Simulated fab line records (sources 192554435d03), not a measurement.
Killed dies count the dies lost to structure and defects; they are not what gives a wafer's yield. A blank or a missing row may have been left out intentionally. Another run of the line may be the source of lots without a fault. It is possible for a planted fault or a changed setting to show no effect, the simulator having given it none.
fab line records    flow n5_finfet
record lots=6  wafers=18  last_day=18
route steps=1938 shown HKMG_FIN@449 BEOL_M4@1111 PASSIVATION@1936
lots with no fault: from the same line, run without faults
start_h: hours from the record's first day to the start of the lot's first wafer shown    wait_h: time in hours since the lot's previous step    " identical to the entry in the row above    L1.1+2: several wafers, shown together as one row    - no value, or no start was given    * or withheld: withheld    < > ~ a bound
route shown NAME@n: names a module that has steps shown in the file, with the first one's number in the route    usual: mean and standard deviation over wafers with no fault    same: alike in all rows    chamber/n: place in a boat    sites: the reading at each site    _std_site: standard deviation of those values    _edge_site: mean of outer sites minus mean of inner sites    radius_mm: how far each site lies from the wafer's centre    mask NAME#n: copy n    behind: the last tool/chamber to shape the wafer    hold: cause of the lot's hold/its duration in hours/its outcome    device: transistor that didn't switch, given as n, p or np    end of line: the tests these same wafers got at the end of their route    a step without rows: its recipe alone    killed: at the first sort, the dies lost to defects and structure; wafer yield is something else    map: a wafer's dies, marking killed ones x, the rest . and places with no die _
set.NAME: the setting as run; set.NAME@STEP: as run at that earlier step    model.NAME: the simulator's own value behind a step, which no gauge read
lots at selected steps of the route; one table per step, one row per wafer
services: the hour from which a tool's chamber was out of use, counted from the record's first day as start_h (under 0 if before that day), plus the number of hours and why
## steps
# step N5_HKMG_FIN_ALD_71
# recipe material=TiN  target_thk_a=10  temp_c=400  ald_precursor_family=TiCl4  ald_co_reactant=NH3  pulse_time_s=1  purge_time_s=3  co_reactant_purge_time_s=2  co_reactant_pulse_time_s=2  ald_cycles=47  pressure_torr=3
# usual heater_power_w=873/61  precursor_pulse_height_rel=1.001/0.02
# same co_reactant_purge_time_s=2
lot.wafer  tool          chamber  start_h  wait_h  heater_power_w  precursor_pulse_height_rel
L585.2     ald_metal-03  0        96.50    0.0     793             0.980
L585.3     "             1        "        "       891             0.999
L585.4     "             2        "        "       906             0.993
L587.1     ald_metal-03  1        108.95   0.0     890             0.981
L587.2     "             0        "        "       792             0.984
L587.5     "             2        "        "       886             1.015
L597.4     ald_metal-03  2        183.28   0.0     904             1.010
L597.5     "             1        "        "       927             0.970
L597.6     "             2        "        "       922             1.036
L598.1     ald_metal-04  2        183.63   0.0     912             1.006
L598.2     "             1        "        "       943             0.977
L598.5     "             3        "        "       828             0.996
L601.2     ald_metal-03  1        210.45   0.0     888             0.984
L601.4     "             2        "        "       889             0.995
L601.6     "             3        "        "       884             1.000
L600.1     ald_metal-01  3        219.46   0.0     892             1.001
L600.2     "             1        "        "       687             0.992
L600.3     "             0        "        "       981             0.998
# step N5_HKMG_FIN_COAT_66
# recipe resist=SOC  temp_c=250  time_s=60  spin_rpm=1500  resist_thk_nm=300
# step N5_HKMG_FIN_ETCH_67
# recipe chemistry=N2/H2  target=SOC  target_depth_a=3889  stop_on=TiN  ion_energy_ev=100  bias_w=61  pressure_mtorr=30  source_w=850  n2_flow_sccm=200  h2_flow_sccm=200
# usual bias_w=61.02/0.2  drypump_motor_current_A=5.7/0.45  oes_product_au=0.78/0.064  rf_vpp_V=241.0/1.5  showerhead_plenum_p_Torr=2.56/0.092  throttle_valve_pct=17.80/0.18
lot.wafer  tool         chamber  start_h  wait_h  bias_w  drypump_motor_current_A  oes_product_au  rf_hours_counter_h  rf_vpp_V  showerhead_plenum_p_Torr  throttle_valve_pct
L585.2     rie_diel-04  1        96.83    -       61.02   5.9                      0.75            148                 242.6     2.64                      17.57
L585.3     "            3        "        "       60.73   5.8                      0.79            125                 238.1     2.43                      17.79
L585.4     "            2        "        "       61.26   5.8                      0.83            61                  240.7     2.60                      17.99
L587.1     rie_diel-05  3        109.29   -       61.22   5.6                      0.70            197                 241.4     2.61                      17.94
L587.2     "            1        "        "       60.90   5.2                      0.70            223                 242.0     2.61                      18.02
L587.5     "            1        "        "       61.12   5.2                      0.70            -                   241.5     2.61                      18.00
L597.4     rie_diel-04  2        183.66   -       60.80   5.8                      0.80            89                  239.4     2.59                      18.04
L597.5     "            2        "        "       60.78   5.8                      0.80            -                   239.4     2.59                      18.05
L597.6     "            3        "        "       61.16   5.8                      0.77            -                   239.6     2.42                      17.87
L598.1     rie_diel-04  1        183.96   -       61.10   5.9                      0.73            177                 242.9     2.63                      17.61
L598.2     "            0        "        "       61.07   4.8                      0.81            79                  241.4     2.56                      17.61
L598.5     "            0        "        "       60.91   4.8                      0.81            -                   241.0     2.56                      17.62
L601.2     rie_diel-04  1        210.79   -       60.89   5.9                      0.73            185                 241.3     2.63                      17.63
L601.4     "            2        "        "       61.17   5.8                      0.79            97                  242.3     2.58                      18.06
L601.6     "            1        "        "       60.80   5.9                      0.72            -                   241.8     2.63                      17.63
L600.1     rie_diel-04  3        219.80   -       61.19   5.8                      0.75            169                 239.1     2.42                      17.88
L600.2     "            2        "        "       61.04   5.8                      0.78            102                 240.2     2.58                      18.07
L600.3     "            1        "        "       61.46   5.9                      0.72            189                 242.8     2.62                      17.64
# step N5_HKMG_FIN_STRIP_90
# recipe chemistry=N2/H2  material=SOC  time_s=20  power_w=500  temp_c=40  pressure_mtorr=50  rf_frequency_hz=6e+07  bias_power_w=8  h2_frac=0.5  n2_flow_sccm=300  h2_flow_sccm=300
# usual drypump_motor_current_A=5.7/0.45  oes_product_au=0.78/0.069  rf_vpp_V=54.3/0.91  showerhead_plenum_p_Torr=3.39/0.12  throttle_valve_pct=18.95/0.28
lot.wafer  tool         chamber  start_h  wait_h  drypump_motor_current_A  oes_product_au  rf_hours_counter_h  rf_vpp_V  showerhead_plenum_p_Torr  throttle_valve_pct
L585.2     rie_diel-04  1        96.89    0.0     6.0                      0.74            148                 54.8      3.49                      18.90
L585.3     "            3        "        "       5.8                      0.81            125                 53.0      3.22                      18.74
L585.4     "            2        "        "       5.8                      0.84            62                  53.9      3.43                      19.39
L587.1     rie_diel-05  3        109.35   0.0     5.5                      0.71            197                 53.9      3.44                      18.87
L587.2     "            1        "        "       5.1                      0.70            223                 55.6      3.44                      18.85
L587.5     "            1        "        "       5.2                      0.70            -                   54.8      3.44                      18.84
L597.4     rie_diel-04  2        183.72   0.0     5.8                      0.81            89                  55.7      3.41                      19.45
L597.5     "            2        "        "       5.8                      0.81            -                   54.4      3.41                      19.42
L597.6     "            3        "        "       5.8                      0.78            -                   55.9      3.21                      18.78
L598.1     rie_diel-04  1        184.02   0.0     5.9                      0.73            177                 54.1      3.47                      18.95
L598.2     "            0        "        "       4.8                      0.81            79                  54.8      3.38                      19.12
L598.5     "            0        "        "       4.8                      0.80            -                   54.9      3.38                      19.13
L601.2     rie_diel-04  1        210.85   0.0     5.9                      0.73            185                 54.5      3.47                      18.97
L601.4     "            2        "        "       5.8                      0.81            97                  54.1      3.41                      19.46
L601.6     "            1        "        "       5.9                      0.73            -                   54.3      3.47                      18.97
L600.1     rie_diel-04  3        219.86   0.0     5.8                      0.77            169                 53.1      3.20                      18.81
L600.2     "            2        "        "       5.8                      0.79            102                 55.5      3.41                      19.46
L600.3     "            1        "        "       5.9                      0.72            190                 56.4      3.46                      18.97
# step N5_HKMG_FIN_WET_ETCH_73
# recipe chemistry=SC1  mix=1:2:40  temp_c=50  time_s=42.3  target_depth_nm=1.3  dry=ipa_marangoni  rinse_time_s=30  rinse_temp_c=23
# step N5_HKMG_FIN_ETCHBACK_68
# recipe chemistry=Cl2/Ar  stop_on=HfO2  target_depth_a=5  pressure_mtorr=10  icp_w=600  bias_w=60  Cl2_flow_sccm=40  Ar_flow_sccm=60
# step N5_HKMG_FIN_STRIP_69
# recipe chemistry=N2/H2  power_w=2500  temp_c=300  h2_frac=0.65  time_s=360  pressure_mtorr=withheld  n2_flow_sccm=1750  h2_flow_sccm=3250
# usual drypump_motor_current_A=6.21/0.23  heater_power_w=492/49
lot.wafer  tool             chamber  start_h  wait_h  drypump_motor_current_A  heater_power_w  rf_hours_counter_h
L585.2     plasma_asher-01  1        97.19    0.1     6.12                     505             38
L585.3     "                0        "        "       6.16                     498             -
L585.4     "                1        "        "       6.12                     500             -
L587.1     plasma_asher-01  0        109.65   0.1     6.11                     509             40
L587.2     "                1        "        "       6.13                     498             40
L587.5     "                1        "        "       6.13                     494             -
L597.4     plasma_asher-01  0        184.18   0.2     6.13                     516             -
L597.5     "                0        "        "       6.11                     505             -
L597.6     "                1        "        "       6.16                     501             -
L598.1     plasma_asher-02  1        184.32   0.1     6.53                     543             116
L598.2     "                0        "        "       5.97                     431             116
L598.5     "                0        "        "       5.97                     416             -
L601.2     plasma_asher-02  0        211.15   0.1     5.97                     415             119
L601.4     "                1        "        "       6.56                     537             -
L601.6     "                1        "        "       6.54                     546             -
L600.1     plasma_asher-01  0        220.16   0.1     6.11                     503             61
L600.2     "                1        "        "       6.12                     496             61
L600.3     "                0        "        "       6.11                     515             -
# step N5_HKMG_FIN_ALD_21
# recipe material=TiN  target_thk_a=15  temp_c=400  ald_precursor_family=TiCl4  ald_co_reactant=NH3  pulse_time_s=1  purge_time_s=3  co_reactant_purge_time_s=2  co_reactant_pulse_time_s=2  ald_cycles=68  pressure_torr=3
# step N5_HKMG_FIN_ALD_72
# recipe material=W  target_thk_a=20  temp_c=300  pressure_torr=7.5  ald_precursor_family=WF6  ald_co_reactant=B2H6  pulse_time_s=1  purge_time_s=2  co_reactant_purge_time_s=2  co_reactant_pulse_time_s=3  ald_cycles=7
# step N5_HKMG_FIN_W_FILL_22
# recipe material=W  target_thk_a=600  temp_c=400  pressure_torr=39.4  time_s=18.2
# usual heater_power_w=896/110  throttle_valve_pct=19.5/0.51
lot.wafer  tool      chamber  start_h  wait_h  heater_power_w  throttle_valve_pct
L585.2     cvd_w-02  1        98.00    0.0     1034            19.9
L585.3     "         0        "        "       874             19.6
L585.4     "         1        "        "       1013            19.7
L587.1     cvd_w-02  1        110.46   0.0     1013            19.7
L587.2     "         0        "        "       862             19.4
L587.5     "         0        "        "       890             19.6
L597.4     cvd_w-02  0        184.95   0.0     846             19.6
L597.5     "         0        "        "       879             19.8
L597.6     "         1        "        "       1034            19.8
L598.1     cvd_w-01  1        185.13   0.0     718             20.0
L598.2     "         0        "        "       810             18.5
L598.5     "         0        "        "       823             18.6
L601.2     cvd_w-02  0        211.96   0.0     904             19.5
L601.4     "         0        "        "       893             19.4
L601.6     "         0        "        "       838             19.8
L600.1     cvd_w-02  1        220.97   0.0     1025            20.0
L600.2     "         0        "        "       888             19.5
L600.3     "         0        "        "       896             19.5
# step N5_HKMG_FIN_PRECLEAN_83
# recipe chemistry=DIW  time_s=57.5  temp_c=23
# step N5_HKMG_FIN_SRD_84
# recipe dry_time_s=32  dry=n2_spin  spin_rpm=1500
# step N5_HKMG_FIN_CMP_23
# recipe stop_on=SiNx  t_overpolish_s=10  post_cmp_clean=rinse_only  down_force_psi=4  platen_rpm=50.289  pad_velocity_m_s=1.0006  target_thk_nm=46.326
# usual edge_zone_pressure_frac=1.000/0.0051  head_pressure_psi=3.999/0.0089  motor_current_A=12.0/1.1  overpolish_run_s=10.00/0.051  pad_life_wafers=1002/530  time_to_endpoint_s=12.0/2.2
lot.wafer  tool    chamber  start_h  wait_h  edge_zone_pressure_frac  head_pressure_psi  motor_current_A  overpolish_run_s  pad_life_wafers  time_to_endpoint_s  model.W_of_HKMG_FIN_W_FILL_22.thk_nm  model.SiNx_of_SDB_ALD_29.thk_nm
L585.3     cmp-02  3        98.11    0.0     1.005                    3.992              11.7             9.99              576              13.8                47                                    28.8
L585.2     "       0        "        "       1.002                    4.004              13.0             10.00             577              11.5                45.4                                  28.8
L585.4     "       2        "        "       1.006                    4.003              12.3             10.01             579              13.6                49                                    29.2
L587.1     cmp-01  0        110.57   0.0     0.995                    3.997              10.2             10.00             1236             10.7                46.2                                  28.8
L587.2     "       2        "        "       0.996                    4.014              10.8             10.00             1238             9.1                 46.8                                  28.6
L587.5     "       0        "        "       0.996                    3.997              10.2             9.99              -                9.4                 46.6                                  28.6
L597.4     cmp-02  1        185.13   0.1     -                        -                  -                -                 -                -                   60                                    29.4
L597.6     "       0        "        "       -                        -                  -                -                 -                -                   60.2                                  29.4
L597.5     "       1        "        "       -                        -                  -                -                 -                -                   60                                    29.4
L598.2     cmp-04  1        185.41   0.2     -                        -                  -                -                 -                -                   61.6                                  28.8
L598.1     "       3        "        "       -                        -                  -                -                 -                -                   60.4                                  29
L598.5     "       1        "        "       -                        -                  -                -                 -                -                   60.8                                  28.8
L601.4     cmp-04  2        212.17   0.1     1.003                    3.987              13.8             9.99              696              13.2                46.6                                  28.8
L601.2     "       3        "        "       0.996                    3.996              12.8             9.99              697              11.4                45                                    29
L601.6     "       2        "        "       1.003                    4.006              14.2             9.97              -                13.0                46                                    28.8
L600.2     cmp-02  2        221.08   0.0     1.000                    4.006              12.7             10.01             1572             12.4                46                                    29
L600.1     "       3        "        "       1.002                    3.977              10.9             10.00             1573             13.2                47.8                                  28.8
L600.3     "       0        "        "       0.990                    3.996              13.9             10.00             1574             12.0                45.2                                  28.6
# step N5_HKMG_FIN_CMP_94
# recipe stop_on=SiNx  post_cmp_clean=w_dilute_nh4oh  t_overpolish_s=4.7  down_force_psi=4  platen_rpm=50.289  pad_velocity_m_s=1.0006  target_thk_nm=43.299
# usual edge_zone_pressure_frac=1.000/0.0045  head_pressure_psi=3.999/0.009  motor_current_A=12.0/1.1  pad_life_wafers=1008/530
lot.wafer  tool    chamber  start_h  wait_h  edge_zone_pressure_frac  head_pressure_psi  motor_current_A  pad_life_wafers  model.SiNx_of_SDB_ALD_29.thk_nm
L585.3     cmp-02  3        98.59    0.4     1.005                    3.998              11.5             582              28.4
L585.2     "       0        "        "       0.998                    4.012              13.4             583              28.4
L585.4     "       2        "        "       1.002                    3.991              12.6             585              28.6
L587.1     cmp-01  0        111.05   0.4     0.999                    3.982              10.2             1242             28.4
L587.2     "       2        "        "       0.999                    3.997              10.3             1244             28.2
L587.5     "       0        "        "       0.993                    4.002              10.3             -                28.2
L597.4     cmp-02  1        185.56   0.3     0.995                    3.976              10.6             1267             28.8
L597.6     "       0        "        "       0.998                    3.998              13.1             -                28.8
L597.5     "       1        "        "       0.999                    3.992              11.3             -                29
L598.2     cmp-04  1        185.84   0.3     0.999                    3.989              12.8             451              28.4
L598.1     "       3        "        "       1.004                    3.986              12.4             453              28.6
L598.5     "       1        "        "       1.013                    3.987              13.7             -                28.4
L601.4     cmp-04  2        212.65   0.4     0.995                    3.988              13.8             702              28.2
L601.2     "       3        "        "       1.001                    4.000              12.8             703              28.6
L601.6     "       2        "        "       0.993                    3.989              14.1             -                28.4
L600.2     cmp-02  2        221.56   0.4     1.006                    3.999              12.1             1578             28.4
L600.1     "       3        "        "       1.002                    3.991              11.8             1579             28.4
L600.3     "       0        "        "       1.000                    4.004              13.4             1580             28.2
# step N5_BEOL_M4_RC_MEAS_101
# usual DIBL_N=37.2/2.1  DIBL_P=37.3/2.3  IOFF_N=0.18/0.041  IOFF_P=0.24/0.042  ION_N=680/13  ION_P=466/7.7  SS_N=71.8/0.68  SS_P=73.5/0.66  VT_N=249/3.6  VT_P=-248/3.4
lot.wafer  tool       chamber  start_h  wait_h  DIBL_N[mV/V]  DIBL_P[mV/V]  IOFF_N[nA/um]  IOFF_P[nA/um]  ION_N[uA/um]  ION_P[uA/um]  SS_N[mV/dec]  SS_P[mV/dec]  VT_N[mV]  VT_P[mV]
L585.2     prober-01  0        193.39   0.2     37.7          37.8          0.20           0.23           693           469           72.1          73.6          244       -249
L585.3     "          0        "        "       40.1          40.1          0.26           0.28           705           475           72.5          74.2          242       -248
L585.4     "          0        "        "       39.1          39.1          0.22           0.27           706           476           72.3          74.0          244       -246
L587.1     prober-02  0        204.82   0.0     38.8          39.1          0.24           0.31           688           481           72.7          74.5          241       -241
L587.2     "          0        "        "       36.3          36.9          0.18           0.26           681           472           71.4          73.7          246       -245
L587.5     "          0        "        "       36.4          35.6          0.18           0.24           674           469           72.4          73.9          248       -246
L601.2     prober-01  0        308.52   0.6     38.6          38.9          0.16           0.22           668           455           71.4          73.9          253       -252
L601.4     "          0        "        "       35.9          35.5          0.12           0.19           665           464           71.0          72.7          252       -254
L601.6     "          0        "        "       35.9          35.1          0.13           0.18           668           458           70.6          73.4          256       -254
L600.1     prober-01  0        316.30   0.0     37.4          39.8          0.20           0.28           684           477           72.2          74.0          248       -246
L600.2     "          0        "        "       37.5          39.5          0.21           0.27           694           473           72.8          73.7          247       -245
L600.3     "          0        "        "       37.1          39.2          0.20           0.28           698           483           72.2          73.8          244       -245
# step N5_PASSIVATION_PROBE_49
# usual defect_limited_yield=91.0/1.6  killed_at_M0_to_M3=35/11  killed_at_M4_up=14/5.3  killed_at_contacts=13/6.7  killed_at_front_end=41/12  killed_at_other=3.9/2.7  killed_dies=106/19  killed_on_rim=14/4  killed_open=70/14  killed_short=35/8.8  sort_bin_5_function=5.3/1  sort_bin_6_memory=3.3/0.81  sort_n_pass=1073/19  sort_yield_pct=91.0/1.6
# same gross_dies=1180  killed_at_back_side=0  sort_bin_4_leakage[%]=0  sort_bin_8_speed[%]=0
lot.wafer  tool       chamber  start_h  wait_h  defect_limited_yield[%]  killed_at_M0_to_M3  killed_at_M4_up  killed_at_contacts  killed_at_front_end  killed_at_other  killed_dies  killed_on_rim  killed_open  killed_short  sort_bin_5_function[%]  sort_bin_6_memory[%]  sort_n_pass  sort_yield_pct[%]
L597.4     prober-02  -        369.79   0.2     0                        20                  18               6                   1133                 3                1180         152            47           28            4.2                     1.8                   0            0
L597.5     prober-02  -        369.84   0.2     0                        37                  15               14                  1110                 4                1180         152            67           40            5.3                     3.3                   0            0
L597.6     prober-02  -        369.89   0.3     0                        34                  24               9                   1111                 2                1180         152            76           31            5.3                     3.3                   0            0
L598.1     prober-01  -        387.68   0.0     0                        40                  17               16                  1102                 5                1180         152            63           48            5.9                     3.2                   0            0
L598.2     prober-01  -        387.73   0.1     0                        31                  9                13                  1122                 5                1180         152            57           23            4.1                     2.7                   0            0
L598.5     prober-01  -        387.88   0.2     0                        21                  16               8                   1130                 5                1180         152            59           23            3.9                     2.6                   0            0
# killed by level:class
L597.4 HKMG_FIN:area_cmp=1105 BEOL_M4:geometric_particle:open=12 BEOL_M0_SAQP:geometric_particle:short=6 FIN_SAQP:geometric_particle:open=5 MOL_CONTACT_COAG:geometric_particle:open=5 BEOL_M0_SAQP:geometric_particle:open=5 BEOL_M1:geometric_particle:open=5 STARTING-WAFER:geometric_particle:short=5
L597.5 HKMG_FIN:area_cmp=1073 BEOL_M0_SAQP:geometric_particle:open=12 FIN_SAQP:geometric_particle:short=11 FIN_SAQP:geometric_particle:open=10 MOL_CONTACT_COAG:geometric_particle:open=10 BEOL_M0_SAQP:geometric_particle:short=9 STI_FIN_REVEAL:geometric_particle:open=8 BEOL_M1:geometric_particle:open=7
L597.6 HKMG_FIN:area_cmp=1073 BEOL_M0_SAQP:geometric_particle:short=13 BEOL_M4:geometric_particle:open=13 FIN_SAQP:geometric_particle:open=12 MOL_CONTACT_COAG:geometric_particle:open=9 BEOL_M0_SAQP:geometric_particle:open=8 STI_FIN_REVEAL:geometric_particle:open=8 BEOL_M1:geometric_particle:open=6
L598.1 HKMG_FIN:area_cmp=1068 MOL_CONTACT_COAG:geometric_particle:open=10 BEOL_M0_SAQP:geometric_particle:open=10 FIN_SAQP:geometric_particle:short=8 FIN_SAQP:geometric_particle:open=8 BEOL_M0_SAQP:geometric_particle:short=7 MOL_CONTACT_COAG:geometric_particle:short=6 BEOL_M3:geometric_particle:open=6
L598.2 HKMG_FIN:area_cmp=1099 MOL_CONTACT_COAG:geometric_particle:open=12 BEOL_M0_SAQP:geometric_particle:short=9 STI_FIN_REVEAL:geometric_particle:open=7 BEOL_M3:geometric_particle:open=6 BEOL_M0_SAQP:geometric_particle:open=5 GATE_CUT:geometric_particle:open=4 BEOL_M1:geometric_particle:open=4
L598.5 HKMG_FIN:area_cmp=1096 STI_FIN_REVEAL:geometric_particle:open=13 MOL_CONTACT_COAG:geometric_particle:open=8 BEOL_M0_SAQP:geometric_particle:open=8 FIN_SAQP:geometric_particle:open=7 FIN_SAQP:geometric_particle:short=5 BEOL_M2:geometric_particle:open=4 BEOL_M4:geometric_particle:open=4
# map L597.4 (x killed, . not)
_________________xxxxxxxxxxxx________________
______________xxxxxxxxxxxxxxxxxx_____________
___________xxxxxxxxxxxxxxxxxxxxxxxx__________
__________xxxxxxxxxxxxxxxxxxxxxxxxxx_________
________xxxxxxxxxxxxxxxxxxxxxxxxxxxxxx_______
_______xxxxxxxxxxxxxxxxxxxxxxxxxxxxxxxx______
______xxxxxxxxxxxxxxxxxxxxxxxxxxxxxxxxxx_____
_____xxxxxxxxxxxxxxxxxxxxxxxxxxxxxxxxxxxx____
____xxxxxxxxxxxxxxxxxxxxxxxxxxxxxxxxxxxxxx___
___xxxxxxxxxxxxxxxxxxxxxxxxxxxxxxxxxxxxxxxx__
___xxxxxxxxxxxxxxxxxxxxxxxxxxxxxxxxxxxxxxxx__
__xxxxxxxxxxxxxxxxxxxxxxxxxxxxxxxxxxxxxxxxxx_
__xxxxxxxxxxxxxxxxxxxxxxxxxxxxxxxxxxxxxxxxxx_
_xxxxxxxxxxxxxxxxxxxxxxxxxxxxxxxxxxxxxxxxxxxx
_xxxxxxxxxxxxxxxxxxxxxxxxxxxxxxxxxxxxxxxxxxxx
_xxxxxxxxxxxxxxxxxxxxxxxxxxxxxxxxxxxxxxxxxxxx
_xxxxxxxxxxxxxxxxxxxxxxxxxxxxxxxxxxxxxxxxxxxx
_xxxxxxxxxxxxxxxxxxxxxxxxxxxxxxxxxxxxxxxxxxxx
_xxxxxxxxxxxxxxxxxxxxxxxxxxxxxxxxxxxxxxxxxxxx
_xxxxxxxxxxxxxxxxxxxxxxxxxxxxxxxxxxxxxxxxxxxx
_xxxxxxxxxxxxxxxxxxxxxxxxxxxxxxxxxxxxxxxxxxxx
__xxxxxxxxxxxxxxxxxxxxxxxxxxxxxxxxxxxxxxxxxx_
__xxxxxxxxxxxxxxxxxxxxxxxxxxxxxxxxxxxxxxxxxx_
___xxxxxxxxxxxxxxxxxxxxxxxxxxxxxxxxxxxxxxxx__
___xxxxxxxxxxxxxxxxxxxxxxxxxxxxxxxxxxxxxxxx__
____xxxxxxxxxxxxxxxxxxxxxxxxxxxxxxxxxxxxxx___
_____xxxxxxxxxxxxxxxxxxxxxxxxxxxxxxxxxxxx____
______xxxxxxxxxxxxxxxxxxxxxxxxxxxxxxxxxx_____
_______xxxxxxxxxxxxxxxxxxxxxxxxxxxxxxxx______
________xxxxxxxxxxxxxxxxxxxxxxxxxxxxxx_______
__________xxxxxxxxxxxxxxxxxxxxxxxxxx_________
___________xxxxxxxxxxxxxxxxxxxxxxxx__________
______________xxxxxxxxxxxxxxxxxx_____________
_________________xxxxxxxxxxxx________________
# map L598.1 (x killed, . not)
_________________xxxxxxxxxxxx________________
______________xxxxxxxxxxxxxxxxxx_____________
___________xxxxxxxxxxxxxxxxxxxxxxxx__________
__________xxxxxxxxxxxxxxxxxxxxxxxxxx_________
________xxxxxxxxxxxxxxxxxxxxxxxxxxxxxx_______
_______xxxxxxxxxxxxxxxxxxxxxxxxxxxxxxxx______
______xxxxxxxxxxxxxxxxxxxxxxxxxxxxxxxxxx_____
_____xxxxxxxxxxxxxxxxxxxxxxxxxxxxxxxxxxxx____
____xxxxxxxxxxxxxxxxxxxxxxxxxxxxxxxxxxxxxx___
___xxxxxxxxxxxxxxxxxxxxxxxxxxxxxxxxxxxxxxxx__
___xxxxxxxxxxxxxxxxxxxxxxxxxxxxxxxxxxxxxxxx__
__xxxxxxxxxxxxxxxxxxxxxxxxxxxxxxxxxxxxxxxxxx_
__xxxxxxxxxxxxxxxxxxxxxxxxxxxxxxxxxxxxxxxxxx_
_xxxxxxxxxxxxxxxxxxxxxxxxxxxxxxxxxxxxxxxxxxxx
_xxxxxxxxxxxxxxxxxxxxxxxxxxxxxxxxxxxxxxxxxxxx
_xxxxxxxxxxxxxxxxxxxxxxxxxxxxxxxxxxxxxxxxxxxx
_xxxxxxxxxxxxxxxxxxxxxxxxxxxxxxxxxxxxxxxxxxxx
_xxxxxxxxxxxxxxxxxxxxxxxxxxxxxxxxxxxxxxxxxxxx
_xxxxxxxxxxxxxxxxxxxxxxxxxxxxxxxxxxxxxxxxxxxx
_xxxxxxxxxxxxxxxxxxxxxxxxxxxxxxxxxxxxxxxxxxxx
_xxxxxxxxxxxxxxxxxxxxxxxxxxxxxxxxxxxxxxxxxxxx
__xxxxxxxxxxxxxxxxxxxxxxxxxxxxxxxxxxxxxxxxxx_
__xxxxxxxxxxxxxxxxxxxxxxxxxxxxxxxxxxxxxxxxxx_
___xxxxxxxxxxxxxxxxxxxxxxxxxxxxxxxxxxxxxxxx__
___xxxxxxxxxxxxxxxxxxxxxxxxxxxxxxxxxxxxxxxx__
____xxxxxxxxxxxxxxxxxxxxxxxxxxxxxxxxxxxxxx___
_____xxxxxxxxxxxxxxxxxxxxxxxxxxxxxxxxxxxx____
______xxxxxxxxxxxxxxxxxxxxxxxxxxxxxxxxxx_____
_______xxxxxxxxxxxxxxxxxxxxxxxxxxxxxxxx______
________xxxxxxxxxxxxxxxxxxxxxxxxxxxxxx_______
__________xxxxxxxxxxxxxxxxxxxxxxxxxx_________
___________xxxxxxxxxxxxxxxxxxxxxxxx__________
______________xxxxxxxxxxxxxxxxxx_____________
_________________xxxxxxxxxxxx________________
## services
tool             chamber  start_h  hours  kind
rie_diel-04      1        72.66    7.5    repair
ald_metal-01     -        77.76    0.9    repair
cmp-01           -        80.08    0.5    repair
plasma_asher-02  -        81.42    2.8    pm
rie_diel-05      2        89.97    4.8    repair
rie_diel-04      1        106.99   5.1    repair
cvd_w-02         -        115.56   0.7    repair
cmp-01           -        117.11   0.3    repair
cmp-04           -        121.77   4.0    pm
cvd_w-02         0        123.43   7.9    repair
ald_metal-03     1        133.61   13.1   repair
cmp-01           -        133.97   1.9    repair
ald_metal-03     0        139.45   19.2   repair
cvd_w-01         -        142.48   6.0    pm
rie_diel-05      0        147.50   7.9    repair
cmp-04           -        152.37   1.0    repair
rie_diel-04      2        158.73   9.8    repair
cvd_w-02         -        161.15   3.8    pm
plasma_asher-01  -        163.39   2.4    repair
cmp-01           -        170.58   1.5    repair
cmp-02           -        185.74   1.9    repair
rie_diel-05      2        186.93   18.4   repair
cvd_w-02         -        203.18   0.7    repair
rie_diel-04      2        221.50   5.6    repair
## key
first_sign step=N5_HKMG_FIN_CMP_23  reading=tool_record  direction=missing
effect step=N5_PASSIVATION_PROBE_49  reading=killed_at_front_end  direction=up  sigmas=88  usual=41  struck=1118
model_effect step=N5_HKMG_FIN_CMP_23  value=W_of_HKMG_FIN_W_FILL_22.thk_nm  without=46.13  struck=60.5
model_effect step=N5_HKMG_FIN_CMP_94  value=SiNx_of_SDB_ALD_29.thk_nm  without=28.27  struck=28.67
more_kills_born_at N5_HKMG_FIN_CMP_23@cmp-04=3263  N5_HKMG_FIN_CMP_23@cmp-02=3251
met_at N5_HKMG_FIN_CMP_23
struck_wafers L597.4,L597.5,L597.6,L598.1,L598.2,L598.5
later_rows_left_out L597.4,L597.5,L597.6,L598.1,L598.2,L598.5
onset_between 98.11 185.13
fault kind=skipped_step_whole  tool=cmp-02,cmp-04  chamber=-  onset_h=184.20  steps=N5_HKMG_FIN_CMP_23  scope=struck_lots_only
# later_rows_left_out: the simulator's readings of these wafers behind a module that went badly wrong aren't trusted and aren't shown, but for the sort
